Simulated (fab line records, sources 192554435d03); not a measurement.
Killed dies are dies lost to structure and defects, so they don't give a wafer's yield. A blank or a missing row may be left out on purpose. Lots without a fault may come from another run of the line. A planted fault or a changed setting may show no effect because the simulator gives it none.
fab line records | flow n5_finfet
record lots=13 wafers=38 last_day=18
route steps=1938 shown WELL_APT@50 PMOS_HMC_CHANNEL_EPI@82 FIN_SAQP@94
lots that met no fault: from a run of the same line without faults
start_h: hours from the record's first day to the start of the lot's first wafer shown | wait_h: hours since the lot's step before | " the same as in the row above | L1.1+2: a row that stands for several wafers | - no value, or no start given | * or withheld: withheld | < > ~ a bound
route shown NAME@n: a module of which the file shows steps, and the number in the route of the first | usual: mean/standard deviation of fault-free wafers | same: alike in all rows | chamber/n: place in a boat | sites: the reading at each site | _std_site: their standard deviation | _edge_site: outer sites' mean less inner sites' | radius_mm: how far each site lies from the wafer's centre | mask NAME#n: copy n | behind: the tool/chamber that last shaped the wafer | hold: why the lot was held/for how many hours/how that ended | device: the transistor (n, p or np) that didn't switch | end of line: the same wafers' tests at the end of the route | a step without rows: its recipe alone | killed: dies lost to structure and defects at the first sort, not the wafer's yield | map: a wafer's dies, x killed, . not, _ none there
set.NAME: the setting as run; set.NAME@STEP: as run at that earlier step | model.NAME: the simulator's own value behind a step, which no gauge read
steps of the route over a sample of lots; a table a step, a row a wafer
services: from which hour (start_h, from the record's first day; less than 0 if before it) a tool's chamber was out of use, for how many hours, and why
## steps
# step N5_WELL_APT_RTA_34
# recipe temp_c=1000 time_s=10 ambient=N2 idle_temp_c=600 ramp_up_c_per_s=150 ramp_down_c_per_s=60 cool_to_c=600
# usual lamp_power_pct=13.00/0.053 lamp_zone_4_pct=12.995/0.025 wafer_temp_C_max=1003.5/1
# columns lot.wafer tool chamber start_h wait_h lamp_power_pct lamp_zone_4_pct wafer_temp_C_max
L790.1 rtp_anneal-01 0 15.67 0.0 12.99 12.975 1004.0
L790.5 " 0 " " 12.93 13.022 1002.3
L791.4 rtp_anneal-01 0 22.07 0.1 12.96 12.991 1002.7
L791.5 " 0 " " 12.97 12.969 1005.1
L791.6 " 0 " " 13.01 13.009 1005.2
L792.2 rtp_anneal-02 0 27.83 0.0 13.03 13.012 1001.3
L792.3 " 0 " " 12.97 12.966 1004.4
L792.4 " 0 " " 13.01 13.023 1002.5
L793.1 rtp_anneal-02 0 34.63 0.1 12.97 12.974 1004.3
L793.2 " 0 " " 13.01 13.019 1003.1
L793.4 " 0 " " 13.02 12.964 1003.7
L794.1 rtp_anneal-01 0 41.41 0.2 13.02 12.984 1002.6
L794.4 " 0 " " 12.98 12.988 1004.3
L794.6 " 0 " " 12.94 12.992 1004.2
L795.1 rtp_anneal-02 0 46.30 0.0 12.99 13.004 1002.7
L795.3 " 0 " " 13.02 13.019 1003.2
L795.6 " 0 " " 13.03 12.978 1003.9
L798.3 rtp_anneal-01 0 63.80 0.1 12.97 13.016 1002.4
L798.4 " 0 " " 13.00 13.003 1002.8
L798.5 " 0 " " 12.96 13.002 1004.6
L799.2 rtp_anneal-02 0 70.20 0.0 12.94 13.021 1001.4
L799.5 " 0 " " 13.14 13.056 1002.4
L799.6 " 0 " " 13.06 13.004 1004.4
L800.2 rtp_anneal-02 0 76.05 0.0 12.97 12.967 1002.5
L800.3 " 0 " " 12.98 13.020 1004.1
L800.6 " 0 " " 12.93 13.017 1002.0
L801.2 rtp_anneal-01 0 81.83 0.1 13.05 12.948 1004.7
L801.5 " 0 " " 12.99 12.987 1002.8
L801.6 " 0 " " 13.08 12.949 1004.3
L805.1 rtp_anneal-01 0 106.17 0.2 13.00 13.043 1003.3
L805.4 " 0 " " 13.02 12.997 1004.1
L805.5 " 0 " " 12.98 12.995 1004.2
L809.3 rtp_anneal-01 0 129.91 0.1 12.99 12.999 1002.7
L809.4 " 0 " " 13.00 13.027 1002.7
L809.6 " 0 " " 13.02 12.969 1005.0
L813.3 rtp_anneal-02 0 153.72 0.2 12.98 13.030 1004.5
L813.5 " 0 " " 13.02 13.002 1005.5
L813.6 " 0 " " 12.96 12.974 1002.0
# step N5_PMOS_HMC_CHANNEL_EPI_THK_MEAS_22
# recipe reads=SiGe30_of_PMOS_HMC_CHANNEL_EPI_EPI_20
# usual HMC_CMP_THK=54.2/0.82
# columns lot.wafer tool chamber start_h wait_h HMC_CMP_THK[nm]
L790.1 film_metro-02 - 19.87 - 53.4
L790.5 " - " " 55.4
L791.4 film_metro-02 - 26.08 - 55.7
L791.5 " - " " 53.5
L791.6 " - " " 55.0
L792.2 film_metro-01 - 31.47 - 53.1
L792.3 " - " " 54.3
L792.4 " - " " 53.4
L793.1 film_metro-02 - 40.05 - 53.9
L793.2 " - " " 54.2
L793.4 " - " " 53.3
L794.1 film_metro-02 - 46.11 - 52.7
L794.4 " - " " 54.9
L794.6 " - " " 53.9
L795.1 film_metro-02 - 50.16 - 55.4
L795.3 " - " " 53.8
L795.6 " - " " 53.9
L798.3 film_metro-02 - 68.08 - 55.4
L798.4 " - " " 53.6
L798.5 " - " " 53.1
L799.2 film_metro-01 - 73.75 - 53.3
L799.5 " - " " 53.5
L799.6 " - " " 55.4
L800.2 film_metro-02 - 79.68 - 54.8
L800.3 " - " " 54.1
L800.6 " - " " 53.9
L801.2 film_metro-02 - 85.99 - 55.4
L801.5 " - " " 54.7
L801.6 " - " " 55.5
L805.1 film_metro-01 - 110.25 - 54.1
L805.4 " - " " 53.0
L805.5 " - " " 53.4
L809.3 film_metro-01 - 134.00 - 54.2
L809.4 " - " " 53.5
L809.6 " - " " 53.7
L813.3 film_metro-01 - 157.36 - 53.8
L813.5 " - " " 53.4
L813.6 " - " " 53.6
# step N5_FIN_SAQP_ALD_61
# recipe material=SiO2 target_thk_a=40 temp_c=300 ald_precursor_family=BDEAS ald_co_reactant=O2-plasma pulse_time_s=1 purge_time_s=2 co_reactant_purge_time_s=2 ald_cycles=43 pressure_torr=2
# usual ald_cycles=43/0 heater_power_w=474/49 precursor_pulse_height_rel=1.001/0.019
# same pulse_time_s=1
# columns lot.wafer tool chamber start_h wait_h ald_cycles heater_power_w precursor_pulse_height_rel
L790.1 ald_sin-04 1 22.13 1.6 43 476 1.017
L790.5 " 0 " " 43 434 0.996
L791.4 ald_sin-01 0 26.68 0.0 43 469 0.998
L791.5 " 3 " " 43 484 1.016
L791.6 " 0 " " 43 459 1.035
L792.2 ald_sin-04 0 32.07 0.0 43 417 1.020
L792.3 " 3 " " 43 522 1.038
L792.4 " 1 " " 43 463 0.993
L793.1 ald_sin-04 0 40.65 0.0 43 423 1.041
L793.2 " 1 " " 43 474 1.020
L793.4 " 2 " " 43 476 0.973
L794.1 ald_sin-04 1 46.71 0.0 43 463 0.965
L794.4 " 0 " " 43 420 1.006
L794.6 " 0 " " 43 420 1.027
L795.1 ald_sin-03 1 51.77 1.0 43 433 0.997
L795.3 " 2 " " 43 476 1.034
L795.6 " 2 " " 43 469 0.990
L798.3 ald_sin-03 2 68.79 0.0 43 484 1.000
L798.4 " 0 " " 43 587 0.976
L798.5 " 1 " " 43 437 0.980
L799.2 ald_sin-03 2 74.36 0.0 43 470 0.987
L799.5 " 1 " " 43 440 1.044
L799.6 " 2 " " 43 473 0.975
L800.2 ald_sin-03 0 80.56 0.3 45 592 1.001
L800.3 " 1 " " 43 430 0.989
L800.6 " 1 " " 45 416 1.018
L801.2 ald_sin-03 1 86.73 0.0 45 440 0.987
L801.5 " 1 " " 45 429 1.001
L801.6 " 0 " " 45 607 1.020
L805.1 ald_sin-01 2 110.86 0.0 43 463 1.013
L805.4 " 1 " " 43 447 1.046
L805.5 " 3 " " 43 482 1.017
L809.3 ald_sin-01 2 134.70 0.0 43 469 0.978
L809.4 " 0 " " 43 467 1.014
L809.6 " 0 " " 43 458 0.976
L813.3 ald_sin-01 3 157.97 0.0 43 491 0.994
L813.5 " 0 " " 43 465 0.959
L813.6 " 3 " " 43 492 0.987
# step N5_FIN_SAQP_THK_MEAS_07
# usual thk_nm=60.1/0.73
# columns lot.wafer tool chamber start_h wait_h thk_nm
L790.1 film_metro-01 - 22.94 0.1 59.2
L790.5 " - " " 61.0
L791.4 film_metro-02 - 27.39 0.0 60.7
L791.5 " - " " 60.3
L791.6 " - " " 61.5
L792.2 film_metro-01 - 32.79 0.1 59.6
L792.3 " - " " 58.9
L792.4 " - " " 61.2
L793.1 film_metro-01 - 41.55 0.1 59.6
L793.2 " - " " 59.5
L793.4 " - " " 60.3
L794.1 film_metro-01 - 47.52 0.1 59.5
L794.4 " - " " 60.5
L794.6 " - " " 60.2
L795.1 film_metro-02 - 52.57 0.1 59.0
L795.3 " - " " 59.9
L795.6 " - " " 60.9
L798.3 film_metro-02 - 69.50 0.1 59.5
L798.4 " - " " 60.9
L798.5 " - " " 60.9
L799.2 film_metro-02 - 75.14 0.1 59.5
L799.5 " - " " 61.6
L799.6 " - " " 60.0
L800.2 film_metro-02 - 81.46 0.1 60.6
L800.3 " - " " 61.0
L800.6 " - " " 61.3
L801.2 film_metro-01 - 87.44 0.1 60.1
L801.5 " - " " 60.6
L801.6 " - " " 60.7
L805.1 film_metro-01 - 111.60 0.1 59.2
L805.4 " - " " 60.0
L805.5 " - " " 60.1
L809.3 film_metro-01 - 135.41 0.1 59.8
L809.4 " - " " 60.8
L809.6 " - " " 60.8
L813.3 film_metro-02 - 158.69 0.1 59.9
L813.5 " - " " 61.3
L813.6 " - " " 61.3
## services
# columns tool chamber start_h hours kind
ald_sin-01 - -4.62 14.0 pm
ald_sin-01 0 -4.62 14.0 vent_cycle
ald_sin-01 1 -4.62 14.0 vent_cycle
ald_sin-01 2 -4.62 14.0 vent_cycle
ald_sin-01 3 -4.62 14.0 vent_cycle
ald_sin-03 0 8.08 2.6 repair
ald_sin-01 - 9.38 4.3 pm
ald_sin-01 0 9.38 - clean
ald_sin-01 1 9.38 - clean
ald_sin-01 2 9.38 - clean
ald_sin-01 3 9.38 - clean
ald_sin-01 - 15.18 8.6 repair
ald_sin-04 - 31.69 0.3 repair
ald_sin-03 2 32.14 6.8 repair
ald_sin-04 0 58.68 3.3 repair
rtp_anneal-02 - 62.01 1.5 pm
ald_sin-04 0 101.13 1.9 repair
## key
first_sign step=N5_FIN_SAQP_ALD_61 reading=ald_cycles direction=up sigmas=99+ usual=* struck=*
effect none on later readings
met_at N5_FIN_SAQP_ALD_61
struck_lots L800,L801
struck_wafers L800.2,L800.6,L801.2,L801.5,L801.6
tester_left_out L800,L801
not_acting_at N5_WELL_APT_RTA_34,N5_PMOS_HMC_CHANNEL_EPI_THK_MEAS_22,N5_FIN_SAQP_THK_MEAS_07
onset_between 74.36 80.56
fault kind=process_parameter_drift tool=ald_sin-03 chamber=- onset_h=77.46 steps=N5_FIN_SAQP_ALD_61 channel=ald_cycles offset=* shape=step end_h=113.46 scope=struck_wafers_only acts_in=* stated=*
# tester_left_out: of these lots the tester's yield and bins aren't shown, on N5 and GAA mostly nor the transistor test; their killed dies are dies lost to structure and defects alone, not to doping, threshold or leakage, so they don't give the yield
